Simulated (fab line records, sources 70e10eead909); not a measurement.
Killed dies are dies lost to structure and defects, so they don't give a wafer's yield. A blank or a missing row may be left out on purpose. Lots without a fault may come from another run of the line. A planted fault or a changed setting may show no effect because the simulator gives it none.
Chamber matching | flow nand_harc | NHARC_A_CHANNEL_HOLE_D1_DESCUM_15 on rie_diel-10: 4 sister chambers
The step chemistry O2, time 3 s. 18 wafers are shown with their chamber, then 9 later ones without.

WAFERS WITH THEIR CHAMBER
wafer  | chamber | showerhead_plenum_p_Torr (Torr) | drypump_motor_current_A (A) | oes_product_au (a.u.)
L074.3 | 3       | 1.79                            | 6.2                         | 1.009
L074.4 | 2       | 2.00                            | 5.3                         | 1.004
L074.5 | 1       | 2.02                            | 5.7                         | 1.006
L078.1 | 3       | 1.79                            | 6.1                         | 1.009
L078.2 | 1       | 2.02                            | 5.7                         | 1.003
L078.4 | 0       | 2.03                            | 6.2                         | 0.994
L082.3 | 2       | 2.00                            | 5.3                         | 1.016
L082.5 | 1       | 2.02                            | 5.7                         | 1.009
L082.6 | 0       | 2.03                            | 6.2                         | 0.991
L083.2 | 1       | 2.01                            | 5.7                         | 0.993
L083.3 | 2       | 2.00                            | 5.3                         | 1.005
L083.4 | 3       | 1.79                            | 6.2                         | 0.994
L087.2 | 2       | 2.00                            | 5.3                         | 1.011
L087.4 | 3       | 1.79                            | 6.1                         | 1.018
L087.6 | 2       | 2.00                            | 5.3                         | 1.020
L089.2 | 1       | 2.01                            | 5.7                         | 1.015
L089.4 | 2       | 2.00                            | 5.3                         | 1.008
L089.5 | 2       | 2.00                            | 5.3                         | 1.013

SIGNATURES (means of the wafers above)
reading                  | chamber 0 | chamber 1 | chamber 2 | chamber 3 | scatter within a chamber
showerhead_plenum_p_Torr | 2.0300    | 2.0160    | 2.0000    | 1.7900    | 0.00293
drypump_motor_current_A  | 6.200     | 5.700     | 5.300     | 6.150     | 0.0267
oes_product_au           | 0.99250   | 1.00520   | 1.01100   | 1.00750   | 0.00742
Rule: a wafer's distance from a chamber is the root of the sum, over the readings, of the square of ((its reading less the chamber's mean) divided by the reading's scatter). The wafer belongs to the nearest chamber; if the next one is less than 2 further off, it can't be placed. The scatter: the root of (the sum of the squares of (reading less its chamber's mean) over the shown wafers, divided by (wafers less chambers)).

WAFERS WITHOUT THEIR CHAMBER
wafer  | showerhead_plenum_p_Torr (Torr) | drypump_motor_current_A (A) | oes_product_au (a.u.)
L088.1 | 2.03                            | 6.2                         | 0.999
L088.2 | 2.01                            | 5.7                         | 1.004
L088.5 | 2.00                            | 5.3                         | 1.007
L094.1 | 1.79                            | 6.1                         | 1.014
L094.2 | 2.01                            | 5.7                         | 0.998
L094.3 | 2.03                            | 6.2                         | 1.001
L097.2 | 2.03                            | 6.2                         | 1.005
L097.4 | 2.00                            | 5.3                         | 1.006
L097.6 | 2.03                            | 6.2                         | 0.999

WHICH CHAMBER EACH WENT THROUGH
wafer  | from the rows above | in truth
L088.1 | 0                   | 0
L088.2 | 1                   | 1
L088.5 | 2                   | 2
L094.1 | 3                   | 3
L094.2 | 1                   | 1
L094.3 | 0                   | 0
L097.2 | 0                   | 0
L097.4 | 2                   | 2
L097.6 | 0                   | 0
Placed correctly: 9 of 9. Can't be placed from these rows: 0. Placed wrongly: 0.
